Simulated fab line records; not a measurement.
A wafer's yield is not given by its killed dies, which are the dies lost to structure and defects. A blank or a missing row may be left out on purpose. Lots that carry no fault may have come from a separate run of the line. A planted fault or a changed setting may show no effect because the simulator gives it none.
Matching of chambers	flow nand_harc	rie_diel-07 running NHARC_P_GATE_STRIP_108: 4 sister chambers
The step strips in O2. 4 wafers are shown with their chamber, then 12 later ones without.

## WAFERS, EACH WITH ITS CHAMBER
wafer	chamber	showerhead_plenum_p_Torr (Torr)
L086.2	1	3.62
L091.1	3	3.30
L091.3	0	3.74
L091.5	2	3.29

## WAFERS WHOSE CHAMBER IS MISSING
wafer	showerhead_plenum_p_Torr (Torr)
L090.4	3.30
L090.5	3.74
L090.6	3.29
L093.1	3.30
L093.2	3.29
L093.6	3.30
L092.2	3.74
L092.5	3.74
L092.6	3.29
L094.3	3.62
L094.4	3.28
L094.6	3.74

## EACH ONE'S CHAMBER
wafer	from the rows above	in truth
L090.4	3	3
L090.5	0	0
L090.6	2	2
L093.1	3	3
L093.2	2	2
L093.6	3	3
L092.2	0	0
L092.5	0	0
L092.6	2	2
L094.3	1	1
L094.4	2	2
L094.6	0	0
Correctly placed: 12 of 12. Not placeable from these rows: 0. Wrongly placed: 0.
How it was worked out, from the rows above alone: a wafer's distance from a chamber is the root of the sum, over the readings, of the square of ((its reading less the chamber's mean) divided by the reading's scatter). If the next closest chamber is less than 2 further off than the closest, the wafer can't be placed; otherwise it belongs to the closest. Each chamber's mean is taken over the wafers shown for it. The scatter: root of mean squared gap, hidden wafer to nearest shown wafer, with one shown wafer a chamber.
